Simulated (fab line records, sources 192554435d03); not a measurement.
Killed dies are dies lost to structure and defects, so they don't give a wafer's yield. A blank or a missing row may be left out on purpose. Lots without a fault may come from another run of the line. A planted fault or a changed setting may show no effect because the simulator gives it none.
Chamber matching | flow n5_finfet | N5_BEOL_M4_DESCUM_16 on rie_diel-04: 3 sister chambers
The step chemistry O2, time 7 s. 3 wafers are shown with their chamber, then 7 later ones without.

WAFERS WITH THEIR CHAMBER
wafer  | chamber | throttle_valve_pct (%)
L081.5 | 2       | 20.62
L087.1 | 1       | 20.00
L087.2 | 0       | 20.38

WAFERS WITHOUT THEIR CHAMBER
wafer  | throttle_valve_pct (%)
L087.3 | 20.64
L094.1 | 20.03
L094.3 | 20.67
L094.4 | 20.39
L096.1 | 20.38
L096.3 | 20.04
L096.6 | 20.41

WHICH CHAMBER EACH WENT THROUGH
wafer  | from the rows above | in truth
L087.3 | 2                   | 2
L094.1 | 1                   | 1
L094.3 | 2                   | 2
L094.4 | 0                   | 0
L096.1 | 0                   | 0
L096.3 | 1                   | 1
L096.6 | 0                   | 0
Placed correctly: 7 of 7. Can't be placed from these rows: 0. Placed wrongly: 0.
How it was worked out, from the rows above alone: a wafer's distance from a chamber is the root of the sum, over the readings, of the square of ((its reading less the chamber's mean) divided by the reading's scatter). The wafer belongs to the nearest chamber; if the next one is less than 2 further off, it can't be placed. A chamber's mean is the mean of its shown wafers. The scatter: with one shown wafer a chamber, the root of the mean of the squares of how far each hidden wafer lies from its nearest shown one.
